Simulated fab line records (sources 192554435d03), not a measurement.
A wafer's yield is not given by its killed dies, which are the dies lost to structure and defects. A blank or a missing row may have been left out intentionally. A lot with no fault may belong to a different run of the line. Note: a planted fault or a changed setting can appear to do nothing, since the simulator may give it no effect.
Which tool is to blame? | flow n5Finfet | 9 lots (27 wafers sampled), 1 step of a 1938-step route

WHAT EACH GAUGE READ, for each wafer
N5_BEOL_M4_RC_MEAS_101. Usual: DIBL_N 36.3 mV/V, standard deviation 2.2; DIBL_P 36.0 mV/V, standard deviation 2.4; IOFF_N 0.16 nA/um, standard deviation 0.042; IOFF_P 0.22 nA/um, standard deviation 0.041; ION_N 672 uA/um, standard deviation 14; ION_P 462 uA/um, standard deviation 7.9; SS_N 71.7 mV/dec, standard deviation 0.76; SS_P 73.3 mV/dec, standard deviation 0.72; VT_N 250 mV, standard deviation 3.6; VT_P -249 mV, standard deviation 3.
lot  | measured     | on        | DIBL_N (mV/V)  | DIBL_P (mV/V)  | IOFF_N (nA/um) | IOFF_P (nA/um) | ION_N (uA/um) | ION_P (uA/um) | SS_N (mV/dec)  | SS_P (mV/dec)  | VT_N (mV)   | VT_P (mV)      | flag
L101 | day 8 12:30  | prober-01 | 34.9 34.7 34.9 | 34.5 34.2 34.7 | 0.14 0.14 0.15 | 0.20 0.20 0.20 | 668 670 678   | 463 463 467   | 72.2 71.0 71.4 | 73.3 73.2 73.4 | 249 249 247 | -248 -250 -246 | 
L102 | day 8 23:58  | prober-02 | 37.0 38.0 37.0 | 38.2 38.6 37.7 | 0.18 0.19 0.17 | 0.25 0.25 0.24 | 675 666 676   | 465 454 470   | 72.0 72.3 72.0 | 74.1 73.6 73.1 | 248 246 247 | -249 -251 -249 | 
L105 | day 9 17:12  | prober-02 | 35.0 35.1 37.3 | 34.9 34.7 37.2 | 0.15 0.15 0.20 | 0.21 0.21 0.27 | 661 672 673   | 459 462 466   | 71.3 70.9 71.7 | 72.7 73.5 74.0 | 253 251 247 | -249 -250 -247 | 
L108 | day 10 06:27 | prober-02 | 37.8 39.1 39.7 | 35.5 38.1 37.4 | 0.18 0.20 0.20 | 0.22 0.26 0.23 | 675 678 680   | 464 465 461   | 72.2 72.0 72.5 | 73.7 73.9 73.3 | 250 246 249 | -248 -249 -248 | 
L117 | day 14 01:11 | prober-01 | 37.3 38.0 33.8 | 39.3 39.8 34.4 | 0.20 0.21 0.12 | 0.30 0.31 0.19 | 689 692 661   | 482 476 460   | 70.9 72.5 70.5 | 74.7 74.0 72.2 | 244 245 252 | -241 -244 -249 | 
L118 | day 14 04:23 | prober-02 | 36.8 36.5 36.3 | 37.1 38.0 37.4 | 0.18 0.20 0.18 | 0.24 0.26 0.23 | 679 706 692   | 464 483 467   | 72.0 71.7 71.8 | 73.5 73.3 73.1 | 247 243 248 | -248 -245 -246 | 
L120 | day 14 04:40 | prober-01 | 39.2 38.6 38.5 | 37.0 38.2 37.3 | 0.23 0.20 0.20 | 0.21 0.22 0.21 | 668 685 688   | 447 460 454   | 74.3 72.2 72.5 | 73.7 73.6 73.6 | 251 249 250 | -253 -251 -250 | 
L121 | day 14 21:55 | prober-02 | 36.6 34.5 33.8 | 36.4 35.3 34.7 | 0.15 0.13 0.11 | 0.18 0.18 0.16 | 655 664 657   | 445 459 453   | 72.2 70.8 70.8 | 73.0 72.3 72.7 | 253 251 255 | -253 -255 -252 | 
L119 | day 15 06:28 | prober-01 | 33.2 34.1 33.4 | 34.8 35.7 34.9 | 0.14 0.15 0.14 | 0.19 0.19 0.20 | 674 685 672   | 468 470 465   | 70.5 71.1 71.2 | 72.9 72.8 72.7 | 251 249 250 | -251 -251 -250 | 

WHAT TOOL EACH LOT RAN ON (gives the tool, then ch and the chambers of the sampled wafers, and finally the start)
Record: no process step prior to these readings.

WHAT THE TOOLS THEMSELVES READ (means of the sampled wafers that have a number; where no wafer has one, the mark that the record gives instead)
The record holds no such reading with a usual standard deviation.

THE ANSWER, worked out from the rows above alone
Rule: a lot counts as off when the mean over its wafers that have a number is more than 3 standard deviations away from the usual mean. Also off: a lot with no number at a reading for which 4 or more lots have one. Where the step has rows for the other lots, those lots are counted as sound. After the gauges, taken in route order, come the tools' own readings; for these a lot's mean is taken, as printed above. At the first step where some lot is off, the reading lying furthest off is the one used; lots without a number count as furthest.
Across all readings shown, no lot is off: no conclusion can be drawn from this.

WHAT THE SIMULATOR PUT IN
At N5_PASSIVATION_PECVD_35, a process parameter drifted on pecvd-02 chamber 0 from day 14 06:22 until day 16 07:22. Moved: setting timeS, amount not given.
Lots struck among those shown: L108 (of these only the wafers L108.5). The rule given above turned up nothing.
